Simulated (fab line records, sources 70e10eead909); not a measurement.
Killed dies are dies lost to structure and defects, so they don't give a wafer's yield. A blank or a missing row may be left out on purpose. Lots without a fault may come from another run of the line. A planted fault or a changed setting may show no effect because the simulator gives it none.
Which tool did it? | flow nand_harc | 12 lots, 36 wafers sampled, at 4 steps of a route of 1159

WHAT THE GAUGES READ, wafer by wafer
NHARC_A_BLC_CD_MEAS_10: target cd 100 nm. Usual: cd_nm 100.0 nm, standard deviation 0.7.
lot  | measured     | on        | cd_nm (nm)        | flag
L971 | day 17 15:12 | cd_sem-01 | 100.0 100.4 99.6  |
L972 | day 17 20:53 | cd_sem-01 | 101.3 100.4 100.5 |
L969 | day 17 20:09 | cd_sem-03 | 99.6 98.8 99.1    |
L968 | day 18 02:59 | cd_sem-02 | 99.9 99.4 100.3   |
L970 | day 18 05:14 | cd_sem-03 | 99.6 100.0 99.1   |
L973 | day 18 15:05 | cd_sem-02 | 101.2 101.0 99.7  |
L983 | day 21 13:54 | cd_sem-01 | 102.8 103.7 103.4 | OFF
L984 | day 21 14:46 | cd_sem-01 | 102.9 102.6 103.9 | OFF
L985 | day 21 16:23 | cd_sem-03 | 100.2 101.3 100.6 |
L990 | day 22 13:11 | cd_sem-03 | 100.8 101.5 101.1 |
L988 | day 22 18:08 | cd_sem-03 | 99.7 99.6 100.2   |
L989 | day 22 21:42 | cd_sem-01 | 99.2 100.4 99.4   |

WHICH TOOL RAN EACH LOT (tool, then ch and the chambers of the sampled wafers, then the start)
lot  | NHARC_A_CONTACT_ETCH_139             | NHARC_A_CONTACT_CMP_20        | NHARC_A_BLC_PEB_08
L971 | har_cap_etch-01 ch 0,1, day 17 11:32 | cmp-03 ch 0,1,3, day 17 14:17 | litho_track-06 ch 0, day 17 15:07
L972 | har_cap_etch-02 ch 0,1, day 17 16:29 | cmp-01 ch 0,1,2, day 17 20:06 | litho_track-01 ch 0, day 17 20:49
L969 | har_cap_etch-03 ch 0,1, day 17 16:33 | cmp-04 ch 1,3, day 17 19:22   | litho_track-06 ch 0, day 17 20:04
L968 | har_cap_etch-02 ch 0,1, day 17 19:54 | cmp-01 ch 0,2,3, day 18 02:05 | litho_track-06 ch 0, day 18 02:55
L970 | har_cap_etch-02 ch 0,1, day 17 21:32 | cmp-01 ch 0,2,3, day 18 04:27 | litho_track-06 ch 0, day 18 05:10
L973 | har_cap_etch-02 ch 0,1, day 18 11:25 | cmp-03 ch 1,3, day 18 14:19   | litho_track-01 ch 0, day 18 15:00
L983 | har_cap_etch-01 ch 0,1, day 21 01:21 | cmp-04 ch 0,1, day 21 13:08   | litho_track-06 ch 0, day 21 13:49
L984 | har_cap_etch-02 ch 0,1, day 21 09:15 | cmp-01 ch 0,2,3, day 21 13:52 | litho_track-06 ch 0, day 21 14:41
L985 | har_cap_etch-01 ch 0,1, day 21 09:49 | cmp-03 ch 0,2,3, day 21 15:40 | litho_track-01 ch 0, day 21 16:18
L990 | har_cap_etch-01 ch 0,1, day 22 09:10 | cmp-01 ch 1,2,3, day 22 12:17 | litho_track-01 ch 0, day 22 13:07
L988 | har_cap_etch-03 ch 1, day 22 11:25   | cmp-01 ch 0,1,3, day 22 17:24 | litho_track-04 ch 0, day 22 18:04
L989 | har_cap_etch-03 ch 0,1, day 22 14:48 | cmp-04 ch 0,1, day 22 20:56   | litho_track-04 ch 0, day 22 21:37
- NHARC_A_CONTACT_ETCH_139: etches the open film in C4F8/O2/Ar, time 137 s, target depth 590 nm.
- NHARC_A_CONTACT_CMP_20: polishes, t overpolish 30 s, target thk 300 nm.
- NHARC_A_BLC_PEB_08: peb time 65 s.

WHAT THE TOOLS THEMSELVES READ (means of the sampled wafers that have a number; where no wafer has one, the mark that the record gives instead)
NHARC_A_CONTACT_ETCH_139. Usual: chamber_pressure_mTorr 20.002 mTorr, standard deviation 0.018.
lot  | tool            | chamber_pressure_mTorr (mTorr) | flag
L971 | har_cap_etch-01 | 20.003                         |
L972 | har_cap_etch-02 | 19.993                         |
L969 | har_cap_etch-03 | 19.997                         |
L968 | har_cap_etch-02 | 20.005                         |
L970 | har_cap_etch-02 | 20.012                         |
L973 | har_cap_etch-02 | 19.985                         |
L983 | har_cap_etch-01 | 20.000                         |
L984 | har_cap_etch-02 | 19.996                         |
L985 | har_cap_etch-01 | 20.002                         |
L990 | har_cap_etch-01 | 20.010                         |
L988 | har_cap_etch-03 | 19.988                         |
L989 | har_cap_etch-03 | 20.006                         |

NHARC_A_CONTACT_CMP_20. Usual: motor_current_A 12.0 A, standard deviation 1.1; overpolish_run_s 29.999 s, standard deviation 0.0085; retaining_ring_pressure_frac 1.000, standard deviation 0.0056; time_to_endpoint_s 60.0 s, standard deviation 2.9.
lot  | tool   | motor_current_A (A) | overpolish_run_s (s) | retaining_ring_pressure_frac | time_to_endpoint_s (s) | flag
L971 | cmp-03 | 11.7                | 30.006               | 1.002                        | 56.7                   |
L972 | cmp-01 | 12.0                | 29.993               | 0.998                        | 60.5                   |
L969 | cmp-04 | 12.7                | 30.007               | 0.995                        | 63.5                   |
L968 | cmp-01 | 12.6                | 29.992               | 0.997                        | 57.9                   |
L970 | cmp-01 | 12.4                | 29.998               | 1.004                        | 59.9                   |
L973 | cmp-03 | 11.4                | 30.000               | 1.004                        | 57.7                   |
L983 | cmp-04 | 12.4                | 30.003               | 1.000                        | 60.2                   |
L984 | cmp-01 | 12.3                | 30.001               | 1.002                        | 59.5                   |
L985 | cmp-03 | 12.6                | 29.998               | 1.000                        | 58.1                   |
L990 | cmp-01 | 12.5                | 30.002               | 1.005                        | 58.7                   |
L988 | cmp-01 | 13.0                | 29.999               | 1.000                        | 58.1                   |
L989 | cmp-04 | 11.2                | 29.995               | 0.999                        | 64.4                   |

THE ANSWER, worked out from the rows above alone
Rule: a lot is off if the mean of its wafers that have a number lies more than 3 standard deviations from the usual mean. A lot without any number at a reading at which 4 lots or more have one is off too. The other lots that the step has rows for count as sound. The gauges are gone through in route order, then the tools' own readings, and for those a lot's mean is taken as printed above. The first step at which some lot is off is used, and at that step the reading that is off furthest; a lot without a number counts as furthest.
Off: L983, L984, at NHARC_A_BLC_CD_MEAS_10 (cd_nm).
A tool fits if, at a process step before that reading, it ran every lot that is off, and no sound lot after the first of them. The gauges at NHARC_A_BLC_CD_MEAS_10 are tried like those tools. One fits: litho_track-06 at NHARC_A_BLC_PEB_08. Its last sound lot is L970 (day 18 05:10), its first lot that is off L983 (day 21 13:49): a fault that began between those two fits.

WHAT THE SIMULATOR HAD PUT IN
Process parameter drift: litho_track-06, from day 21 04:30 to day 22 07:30, at NHARC_A_BLC_PEB_08. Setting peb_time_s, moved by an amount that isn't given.
Lots struck among those shown: L983, L984. The rule above found the same.
